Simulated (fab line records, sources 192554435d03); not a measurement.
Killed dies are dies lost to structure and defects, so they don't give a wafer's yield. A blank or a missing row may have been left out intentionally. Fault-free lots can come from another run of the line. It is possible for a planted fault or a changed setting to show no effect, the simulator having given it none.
Split-lot experiment :: flow n5 finfet :: on a route of 1938 steps: 7 lots, 21 wafers read

ABOUT THE SPLIT
At N5_BEOL_M1_COAT_05 (resist thk 30 nm), the setting spin rpm was moved away from the recipe's 1500 rpm on 6 of the 21 wafers read, by -6.7% to +9.9%. All remaining wafers had this setting at the recipe value.

FROM THE SPLIT TO THE READING: what the file shows between them, 2 steps
- N5_BEOL_M1_EBR_07
- N5_BEOL_M1_SOFTBAKE_06: time 60 s

THE READING
CAR-EUV_of_BEOL_M1_COAT_05.thk nm (the simulator's own value, which no gauge read), in nm, at N5_BEOL_M1_DESCUM_16 (chemistry O2, time 7 s). The file does not state a usual value for it. Here, 15 wafers ran the recipe; their average is 26.1 nm with a standard deviation of 0.1 nm.

wafer: L086.2
tool, chamber at the split: litho track-02, 0
spin rpm as run, rpm: 1500
against the recipe: recipe
CAR-EUV_of_BEOL_M1_COAT_05.thk nm, nm: 26
against lot-mates on the recipe: -

wafer: L086.3
tool, chamber at the split: litho track-02, 0
spin rpm as run, rpm: 1500
against the recipe: recipe
CAR-EUV_of_BEOL_M1_COAT_05.thk nm, nm: 26.2
against lot-mates on the recipe: -

wafer: L086.6
tool, chamber at the split: litho track-02, 0
spin rpm as run, rpm: 1563
against the recipe: +4.2%
CAR-EUV_of_BEOL_M1_COAT_05.thk nm, nm: 25.6
against lot-mates on the recipe: -0.5

wafer: L085.1
tool, chamber at the split: litho track-02, 0
spin rpm as run, rpm: 1500
against the recipe: recipe
CAR-EUV_of_BEOL_M1_COAT_05.thk nm, nm: 26
against lot-mates on the recipe: -

wafer: L085.5
tool, chamber at the split: litho track-02, 0
spin rpm as run, rpm: 1649
against the recipe: +9.9%
CAR-EUV_of_BEOL_M1_COAT_05.thk nm, nm: 24.6
against lot-mates on the recipe: -1.4

wafer: L085.6
tool, chamber at the split: litho track-02, 0
spin rpm as run, rpm: 1649
against the recipe: +9.9%
CAR-EUV_of_BEOL_M1_COAT_05.thk nm, nm: 24.6
against lot-mates on the recipe: -1.4

wafer: L087.1
tool, chamber at the split: litho track-01, 0
spin rpm as run, rpm: 1500
against the recipe: recipe
CAR-EUV_of_BEOL_M1_COAT_05.thk nm, nm: 26
against lot-mates on the recipe: -

wafer: L087.5
tool, chamber at the split: litho track-01, 0
spin rpm as run, rpm: 1500
against the recipe: recipe
CAR-EUV_of_BEOL_M1_COAT_05.thk nm, nm: 26
against lot-mates on the recipe: -

wafer: L087.4
tool, chamber at the split: litho track-01, 0
spin rpm as run, rpm: 1399
against the recipe: -6.7%
CAR-EUV_of_BEOL_M1_COAT_05.thk nm, nm: 27.2
against lot-mates on the recipe: +1.2

wafer: L089.1
tool, chamber at the split: litho track-04, 0
spin rpm as run, rpm: 1500
against the recipe: recipe
CAR-EUV_of_BEOL_M1_COAT_05.thk nm, nm: 26.2
against lot-mates on the recipe: -

wafer: L089.3
tool, chamber at the split: litho track-04, 0
spin rpm as run, rpm: 1500
against the recipe: recipe
CAR-EUV_of_BEOL_M1_COAT_05.thk nm, nm: 26.2
against lot-mates on the recipe: -

wafer: L089.5
tool, chamber at the split: litho track-04, 0
spin rpm as run, rpm: 1500
against the recipe: recipe
CAR-EUV_of_BEOL_M1_COAT_05.thk nm, nm: 26
against lot-mates on the recipe: -

wafer: L093.1
tool, chamber at the split: litho track-01, 0
spin rpm as run, rpm: 1500
against the recipe: recipe
CAR-EUV_of_BEOL_M1_COAT_05.thk nm, nm: 26
against lot-mates on the recipe: -

wafer: L093.2
tool, chamber at the split: litho track-01, 0
spin rpm as run, rpm: 1644
against the recipe: +9.6%
CAR-EUV_of_BEOL_M1_COAT_05.thk nm, nm: 24.6
against lot-mates on the recipe: -1.4

wafer: L093.4
tool, chamber at the split: litho track-01, 0
spin rpm as run, rpm: 1644
against the recipe: +9.6%
CAR-EUV_of_BEOL_M1_COAT_05.thk nm, nm: 24.8
against lot-mates on the recipe: -1.2

wafer: L095.1
tool, chamber at the split: litho track-04, 0
spin rpm as run, rpm: 1500
against the recipe: recipe
CAR-EUV_of_BEOL_M1_COAT_05.thk nm, nm: 26
against lot-mates on the recipe: -

wafer: L095.4
tool, chamber at the split: litho track-04, 0
spin rpm as run, rpm: 1500
against the recipe: recipe
CAR-EUV_of_BEOL_M1_COAT_05.thk nm, nm: 26
against lot-mates on the recipe: -

wafer: L095.2
tool, chamber at the split: litho track-04, 0
spin rpm as run, rpm: 1500
against the recipe: recipe
CAR-EUV_of_BEOL_M1_COAT_05.thk nm, nm: 26.2
against lot-mates on the recipe: -

wafer: L096.1
tool, chamber at the split: litho track-04, 0
spin rpm as run, rpm: 1500
against the recipe: recipe
CAR-EUV_of_BEOL_M1_COAT_05.thk nm, nm: 26.2
against lot-mates on the recipe: -

wafer: L096.3
tool, chamber at the split: litho track-04, 0
spin rpm as run, rpm: 1500
against the recipe: recipe
CAR-EUV_of_BEOL_M1_COAT_05.thk nm, nm: 26.2
against lot-mates on the recipe: -

wafer: L096.4
tool, chamber at the split: litho track-04, 0
spin rpm as run, rpm: 1500
against the recipe: recipe
CAR-EUV_of_BEOL_M1_COAT_05.thk nm, nm: 26.2
against lot-mates on the recipe: -

FIT RESULTS
A straight line over all 21 wafers: CAR-EUV_of_BEOL_M1_COAT_05.thk nm changes by -0.149 nm for each +1% of spin rpm; r = -0.99; the points scatter about the line by 0.1 nm.
The same after taking each lot's own level away (the mean of its wafers on the recipe; 21 wafers): -0.144 nm for each +1%; r = -0.99; scatter 0.091 nm.
Per that fit: largest spin rpm move, reading shift of 1.4 nm.
Measured against the standard deviation above, the lots' own levels, which go from 26.00 to 26.20 nm, span 2.0 times it.
Hence the lot-to-lot level has little effect on the slope; both slopes agree.
Check: with one of the wafers moved furthest among these (+9.9%) left out of the fit, the line predicts -1.4 nm for it against its lot-mates. Against them it came out at -1.4 nm.

THE OTHER SPLITS THESE WAFERS WENT THROUGH
Note: prior to the reading, these wafers also went through further splits. Each is held against what the fit with the lots' levels taken away leaves over:
other split on the same wafers: N5_MOL_CONTACT_COAG_EXPOSE_37 dose mj
wafers away from the commonest value: 10
r with CAR-EUV_of_BEOL_M1_COAT_05.thk nm (lot level and that fit taken away): +0.11

other split on the same wafers: N5_MOL_CONTACT_COAG_ALD_133 ald cycles
wafers away from the commonest value: 4
r with CAR-EUV_of_BEOL_M1_COAT_05.thk nm (lot level and that fit taken away): -0.16

other split on the same wafers: N5_BEOL_M0_SAQP_SPACER1_ALD_98 ald cycles
wafers away from the commonest value: 3
r with CAR-EUV_of_BEOL_M1_COAT_05.thk nm (lot level and that fit taken away): -0.37

THE WHOLE CHAIN: every reading that the file lists as answering this split, in the file's order
step: N5_BEOL_M1_COAT_05
what it does: resist thk 30 nm
reading: CAR-EUV_of_BEOL_M1_COAT_05.thk nm (the simulator's own value, which no gauge read)
change (the file's fit): -0.147 nm for each +1% of the setting
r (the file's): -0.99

step: N5_BEOL_M1_DESCUM_16
what it does: chemistry O2, time 7 s
reading: CAR-EUV_of_BEOL_M1_COAT_05.thk nm (the simulator's own value, which no gauge read)
change (the file's fit): -0.144 nm for each +1% of the setting
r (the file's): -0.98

THE FILE'S OWN FIT
CAR-EUV_of_BEOL_M1_COAT_05.thk nm changes by -0.144 nm for each +1% of spin rpm, r = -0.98.
